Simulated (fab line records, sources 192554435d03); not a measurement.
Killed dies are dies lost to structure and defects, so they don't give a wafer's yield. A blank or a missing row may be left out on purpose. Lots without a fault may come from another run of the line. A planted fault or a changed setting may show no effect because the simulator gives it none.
fab line records | flow n5_finfet
record lots=4 wafers=12 last_day=16
route steps=1938 shown BEOL_M1@780 PASSIVATION@1936
lots that met no fault: from a run of the same line without faults
start_h: hours from the record's first day to the start of the lot's first wafer shown | wait_h: hours since the lot's step before | " the same as in the row above | L1.1+2: a row that stands for several wafers | - no value, or no start given | * or withheld: withheld | < > ~ a bound
route shown NAME@n: a module of which the file shows steps, and the number in the route of the first | usual: mean/standard deviation of fault-free wafers | same: alike in all rows | chamber/n: place in a boat | sites: the reading at each site | _std_site: their standard deviation | _edge_site: outer sites' mean less inner sites' | radius_mm: how far each site lies from the wafer's centre | mask NAME#n: copy n | behind: the tool/chamber that last shaped the wafer | hold: why the lot was held/for how many hours/how that ended | device: the transistor (n, p or np) that didn't switch | end of line: the same wafers' tests at the end of the route | a step without rows: its recipe alone | killed: dies lost to structure and defects at the first sort, not the wafer's yield | map: a wafer's dies, x killed, . not, _ none there
set.NAME: the setting as run; set.NAME@STEP: as run at that earlier step | model.NAME: the simulator's own value behind a step, which no gauge read
lots at some steps of the route; a table a step, a row a wafer
services: from which hour (start_h, from the record's first day; less than 0 if before it) a tool's chamber was out of use, for how many hours, and why
## steps
# step N5_BEOL_M1_COAT_22
# recipe resist=CAR-EUV spin_rpm=1500 resist_thk_nm=30
# step N5_BEOL_M1_EBR_24
# recipe solvent=PGMEA ebr_width_mm=1.5
# step N5_BEOL_M1_SOFTBAKE_23
# recipe temp_c=110 time_s=60 resist=CAR-EUV
# step N5_BEOL_M1_EXPOSE_25
# recipe mask_id=V0 na=0.33 source_shape=quasar sigma_inner=0.2 sigma_outer=0.8 polarization=unpolarized defocus_nm=5 target_cd_nm=24 dose_mj=63
# step N5_BEOL_M1_PEB_26
# recipe peb_temp_c=100 peb_time_s=60 resist=CAR-EUV
# step N5_BEOL_M1_DEVELOP_27
# recipe develop_time_s=30 developer=TMAH resist=CAR-EUV rinse_liquid=surfactant_rinse dry=air_spin dev_temp_c=23
# step N5_BEOL_M1_DESCUM_33
# recipe chemistry=O2 time_s=7 source_power_w=50 bias_power_w=20 pressure_mtorr=20 rf_frequency_hz=2.712e+07 temp_c=40 resist=CAR-EUV o2_flow_sccm=225
# step N5_BEOL_M1_ETCH_77
# recipe chemistry=N2/H2 target=underlayer target_depth_a=65 mask_material=CAR-EUV time_s=5.2 ion_energy_ev=200 pressure_mtorr=30 source_w=840 bias_w=150 n2_flow_sccm=200 h2_flow_sccm=200 ends=cleared
# step N5_BEOL_M1_ETCH_69
# recipe chemistry=CF4 target=SiARC target_depth_a=156 mask_material=CAR-EUV time_s=26 ion_energy_ev=80 pressure_mtorr=40 source_w=545 bias_w=36 Ar_flow_sccm=100 cf4_flow_sccm=100 ends=cleared
# step N5_BEOL_M1_ALD_98
# recipe material=SiO2 target_thk_a=25 temp_c=100 ald_precursor_family=BDEAS ald_co_reactant=O2-plasma pulse_time_s=1 co_reactant_pulse_time_s=1 purge_time_s=2 co_reactant_purge_time_s=2 ald_cycles=17 pressure_torr=2
# usual heater_power_w=78/9 precursor_pulse_height_rel=1.001/0.019
# same co_reactant_purge_time_s=2
# columns lot.wafer tool chamber start_h wait_h heater_power_w precursor_pulse_height_rel
L833.1 ald_sin-02 1 136.43 0.1 85 0.992
L833.3 " 0 " " 62 0.994
L833.6 " 1 " " 85 1.018
L838.1 ald_sin-03 2 167.48 0.1 70 1.031
L838.4 " 1 " " 76 0.986
L838.6 " 0 " " 85 1.024
L842.3 ald_sin-02 3 197.85 0.1 77 1.018
L842.5 " 3 " " 76 1.017
L842.6 " 2 " " 69 1.016
L847.3 ald_sin-02 3 226.91 0.1 78 0.974
L847.4 " 3 " " 79 1.018
L847.5 " 0 " " 62 0.967
# step N5_BEOL_M1_ETCHBACK_99
# recipe chemistry=CHF3 target=SiO2 target_depth_a=50 time_s=10.4 source_w=215 bias_w=47 Ar_flow_sccm=200 CHF3_flow_sccm=12 ion_energy_ev=100 pressure_mtorr=30
# step N5_BEOL_M1_ETCH_70
# recipe chemistry=N2/H2 target=SOC target_depth_a=800 overetch_a=160 mask_material=SiARC temp_c=40 time_s=120 ion_energy_ev=200 pressure_mtorr=30 source_w=840 bias_w=150 n2_flow_sccm=200 h2_flow_sccm=200
# step N5_BEOL_M1_STRIP_71
# recipe chemistry=N2/H2 temp_c=40 n2_flow_sccm=200 h2_flow_sccm=200 rf_frequency_hz=6e+07
# step N5_BEOL_M1_STRIP_78
# recipe chemistry=N2/H2 temp_c=40 n2_flow_sccm=200 h2_flow_sccm=200 rf_frequency_hz=6e+07
# step N5_BEOL_M1_VIA_ETCH_34
# recipe chemistry=C4F6/O2 target_depth_a=678 mask_material=SOC pressure_mtorr=15 ion_energy_ev=250 taper_deg=4 time_s=64.4 source_w=350 bias_w=170 Ar_flow_sccm=300 C4F6_flow_sccm=10 O2_flow_sccm=10
# step N5_BEOL_M1_STRIP_83
# recipe chemistry=C4F6/O2 resist=SiARC rf_frequency_hz=6e+07
# step N5_BEOL_M1_STRIP_36
# recipe chemistry=N2/H2 power_w=450 temp_c=40 pressure_mtorr=20 rf_frequency_hz=6e+07 overash_fraction=0.3 bias_power_w=7 h2_frac=0.5 n2_flow_sccm=200 h2_flow_sccm=200
# step N5_BEOL_M1_TRENCH_ETCH_37
# recipe chemistry=C4F6/O2 target_depth_a=552.07 target=SiOC time_s=29 ion_energy_ev=250 pressure_mtorr=30 source_w=355 bias_w=185 Ar_flow_sccm=300 C4F6_flow_sccm=10 O2_flow_sccm=10
# step N5_BEOL_M1_ETCH_41
# recipe chemistry=CH3F/O2 target=SiCN target_depth_a=319 taper_deg=2 time_s=57.8 ion_energy_ev=120 mask_material=TiN pressure_mtorr=30 source_w=395 bias_w=75 Ar_flow_sccm=150 CH3F_flow_sccm=30 O2_flow_sccm=20
# step N5_BEOL_M1_STRIP_97
# recipe chemistry=N2/H2 time_s=10 power_w=450 temp_c=40 pressure_mtorr=20 rf_frequency_hz=6e+07 bias_power_w=7 n2_flow_sccm=200 h2_flow_sccm=200
# step N5_BEOL_M1_HM_STRIP_39
# recipe chemistry=peroxide_tin_strip material=TiN target_depth_a=250 temp_c=50 time_s=158
# step N5_BEOL_M1_SRD_40
# recipe time_s=30 temp_c=23 rinse_liquid=diw dry=ipa_marangoni
# step N5_BEOL_M1_PRECLEAN_42
# recipe chemistry=residue_remover time_s=60 temp_c=40
# step N5_BEOL_M1_SRD_43
# recipe time_s=30 temp_c=23 rinse_liquid=diw dry=ipa_marangoni
# step N5_BEOL_M1_DEGAS_44
# recipe ambient=vacuum temp_c=250 time_s=60
# step N5_BEOL_M1_PRE_CLEAN_45
# recipe gas=H2/He time_s=30 temp_c=250
# step N5_BEOL_M1_ALD_84
# recipe material=TaN target_thk_a=* temp_c=275 ald_precursor_family=PDMAT ald_co_reactant=NH3 pressure_torr=3 carrier_flow_sccm=1500 pulse_time_s=2 purge_time_s=3 co_reactant_purge_time_s=2 co_reactant_pulse_time_s=3 ald_cycles=30 precursor_vessel_temp_c=75 precursor_vessel_pressure_torr=26.25 precursor_vessel_carrier_sccm=1000
# step N5_BEOL_M1_SURFACE_TREAT_85
# recipe gas=Ar time_s=* ion_energy_ev=* ion_current_ma_cm2=0.5 pressure_mtorr=* ar_flow_sccm=30
# step N5_BEOL_M1_CVD_47
# recipe material=Co target_thk_a=30 temp_c=withheld precursor=CCTBA/H2 pressure_torr=30 time_s=223.8
# step N5_BEOL_M1_SPUTTER_48
# recipe material=Cu target_thk_a=45 temp_c=-20 chamber_pressure_pa=0.07 power_w=withheld time_s=8.29
# step N5_BEOL_M1_ANNEAL_49
# recipe temp_c=400 time_s=240 ambient=vacuum
# step N5_BEOL_M1_SPUTTER_79
# recipe material=Cu target_thk_a=45 temp_c=-20 chamber_pressure_pa=0.07 power_w=withheld time_s=8.29
# step N5_BEOL_M1_ANNEAL_80
# recipe temp_c=400 time_s=240 ambient=vacuum
# step N5_BEOL_M1_SPUTTER_81
# recipe material=Cu target_thk_a=45 temp_c=-20 chamber_pressure_pa=0.07 power_w=withheld time_s=8.29
# step N5_BEOL_M1_ANNEAL_82
# recipe temp_c=400 time_s=240 ambient=vacuum
# step N5_BEOL_M1_SPUTTER_86
# recipe material=Cu target_thk_a=45 temp_c=-20 chamber_pressure_pa=0.07 power_w=withheld time_s=8.29
# step N5_BEOL_M1_ANNEAL_87
# recipe temp_c=400 time_s=240 ambient=vacuum
# step N5_PASSIVATION_PROBE_49
# usual defect_limited_yield=91.7/1.7 killed_at_M0_to_M3=34/10 killed_at_M4_up=13/5.1 killed_at_contacts=12/6.2 killed_at_front_end=36/12 killed_at_other=3.2/2.6 killed_dies=98/20 killed_on_rim=13/4.5 killed_open=65/13 killed_short=32/8.4 sort_bin_5_function=4.8/1.1 sort_bin_6_memory=3.2/0.74 sort_n_pass=1082/20 sort_yield_pct=91.7/1.7
# same gross_dies=1180 killed_at_back_side=0 sort_bin_4_leakage[%]=0 sort_bin_8_speed[%]=0
# columns lot.wafer tool chamber start_h wait_h defect_limited_yield[%] killed_at_M0_to_M3 killed_at_M4_up killed_at_contacts killed_at_front_end killed_at_other killed_dies killed_on_rim killed_open killed_short sort_bin_5_function[%] sort_bin_6_memory[%] sort_n_pass sort_yield_pct[%]
L842.3 prober-01 - 339.92 0.1 87.7 97 9 8 29 2 145 18 43 18 7.3 3.1 1035 87.7
L842.5 prober-01 - 340.02 0.2 86.0 103 8 16 35 3 165 26 58 26 9.2 3.1 1015 86.0
L842.6 prober-01 - 340.07 0.3 87.8 98 10 3 27 6 144 26 45 21 7.8 2.5 1036 87.8
L847.3 prober-01 - 376.59 0.1 83.1 105 24 13 50 7 199 26 75 39 9.2 5.3 981 83.1
L847.4 prober-01 - 376.64 0.2 86.1 110 9 8 36 1 164 18 62 25 8.3 3.7 1016 86.1
L847.5 prober-01 - 376.69 0.2 82.1 120 17 14 55 5 211 33 83 37 10.3 4.8 969 82.1
# killed by level:class
L842.3 BEOL_M1:unspecified=84 STI_FIN_REVEAL:geometric_particle:open=10 BEOL_M2:geometric_particle:open=8 MOL_CONTACT_COAG:geometric_particle:open=5 STI_FIN_REVEAL:geometric_particle:short=3 MOL_CONTACT_COAG:geometric_particle:short=3 BEOL_M8:geometric_particle:open=3 FIN_SAQP:geometric_particle:open=2
L842.5 BEOL_M1:unspecified=81 MOL_CONTACT_COAG:geometric_particle:open=13 STI_FIN_REVEAL:geometric_particle:open=9 GATE_CUT:geometric_particle:short=6 BEOL_M3:geometric_particle:open=5 FIN_SAQP:geometric_particle:short=4 GATE_CUT:geometric_particle:open=3 MOL_CONTACT_COAG:geometric_particle:short=3
L842.6 BEOL_M1:unspecified=78 STI_FIN_REVEAL:geometric_particle:open=18 BEOL_M0_SAQP:geometric_particle:open=4 BEOL_M3:geometric_particle:open=4 BEOL_M0_SAQP:geometric_particle:short=3 BEOL_M1:geometric_particle:open=3 BEOL_M1:geometric_particle:short=3 BEOL_M5:geometric_particle:open=3
L847.3 BEOL_M1:unspecified=85 STI_FIN_REVEAL:geometric_particle:open=11 GATE_CUT:geometric_particle:short=10 MOL_CONTACT_COAG:geometric_particle:open=10 BEOL_M5:geometric_particle:open=8 BEOL_M2:geometric_particle:open=7 BEOL_M4:geometric_particle:open=7 FIN_SAQP:geometric_particle:short=6
L847.4 BEOL_M1:unspecified=75 GATE_CUT:geometric_particle:open=9 GATE_CUT:geometric_particle:short=8 BEOL_M3:geometric_particle:open=8 BEOL_M2:geometric_particle:open=7 STI_FIN_REVEAL:geometric_particle:open=6 BEOL_M0_SAQP:geometric_particle:open=6 MOL_CONTACT_COAG:geometric_particle:open=6
L847.5 BEOL_M1:unspecified=90 FIN_SAQP:geometric_particle:open=13 MOL_CONTACT_COAG:geometric_particle:open=12 BEOL_M2:geometric_particle:open=9 FIN_SAQP:geometric_particle:short=8 STI_FIN_REVEAL:geometric_particle:open=8 BEOL_M4:geometric_particle:open=8 GATE_CUT:geometric_particle:short=7
# map L842.5 (x killed, . not)
_________________.x..........________________
______________....x.x.x.......x._____________
___________.x.............x...x....__________
__________......................x..._________
________....................x........._______
_______.............x...........x......______
______............x....xx..............._____
_____....x..................x............____
____...........x........x...x.............___
___.....x..x.................x...x......x..__
___...........x..................x.x.x.....__
__......................x...........x..x...x_
__................x..............x.....xxxxx_
_...........x........x.............x.xxxxxxxx
_x.............x...x.x.............xxxxxxxxxx
_................................x.x.xxxxxxxx
_.....x......x.....x...............x.xxxxxxxx
_.....x...........x.................xxxxxxxxx
_..............x.................x..xxxxxxxxx
_.x.....x.............x...........x..xxxxxxxx
_....x.......x.x........x.x..........xxxxxxxx
__.x.......x...........................xxxxx_
__....................................x.x.x._
___.........x...x.....x....................__
___......x.x.......................x.......__
____.x....................................___
_____......x.................x...x.....x.____
______.................................._____
_______.....................x..x.......______
________............x...............xx_______
__________x........................._________
___________........................__________
______________x............x...._____________
_________________....x.....x.________________
# map L847.5 (x killed, . not)
_________________............________________
______________............x....._____________
___________.x.......x.x........x...__________
__________x............x..........xx_________
________.....x..x....................._______
_______.x.....x........x...............______
______.x...............x..x...x........._____
_____............x....x..x..x.......x....____
____......................................___
___......................xx..........x.....__
___..........x..x...x...............x..x...__
__.x.............x.x..x.....x......x..x....._
__.....................x...................x_
_................x................x..x.......
_..x......x..................................
_...........x....x........x...x..............
_...x...............x........x.......x....x..
_.........x.............x........x......x....
_x.xx......x..x....x..x......x...............
_..........x.xx.......x...x..............x...
_....x............................x.......x..
__........x.x..x..............x............._
__x..............x.x...x................x..._
___.........x.................x............__
___........x.x........x...............xx...__
____.....x.xx..........xx...x..xxx.....x.x___
_____....x.........x.xx.xx.xxx...........____
______.....x....x.x...xxxxxx....x......x_____
_______....x...x..x.xxxxxxxxxxx..x.....______
________...x..x..xx.xxxxxxxxxx..x...x._______
__________x.......xxxxxxxxxxxxxx.xx._________
___________.....x.xxxxxxxxxxxxx..x.__________
______________x..xxxxxxxxxxxxxxx_____________
_________________..xxxxxxxxxx________________
## services
# columns tool chamber start_h hours kind
ald_sin-03 - 177.36 14.0 pm
ald_sin-03 0 177.36 14.0 vent_cycle
ald_sin-03 1 177.36 14.0 vent_cycle
ald_sin-03 2 177.36 14.0 vent_cycle
ald_sin-03 3 177.36 14.0 vent_cycle
ald_sin-03 0 191.36 - clean
ald_sin-03 1 191.36 - clean
ald_sin-03 2 191.36 - clean
ald_sin-03 3 191.36 - clean
ald_sin-02 2 202.57 4.8 repair
ald_sin-02 2 219.17 9.0 repair
## key
first_sign step=N5_PASSIVATION_PROBE_49 reading=killed_at_M0_to_M3 direction=up sigmas=6.8 usual=34 struck=106
effect step=N5_PASSIVATION_PROBE_49 reading=killed_dies direction=up sigmas=3.7 usual=98 struck=171
more_kills_born_at N5_BEOL_M1_ALD_98@ald_sin-02=493
met_at N5_BEOL_M1_ALD_98
struck_wafers L842.3,L842.5,L842.6,L847.3,L847.4,L847.5
onset_between 136.43 197.85
also_fits time
fault kind=chamber_particle_source tool=ald_sin-02 chamber=- onset_h=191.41 steps=N5_BEOL_M1_ALD_98 rate_per_visit_cm2=0.74455 end_h=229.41
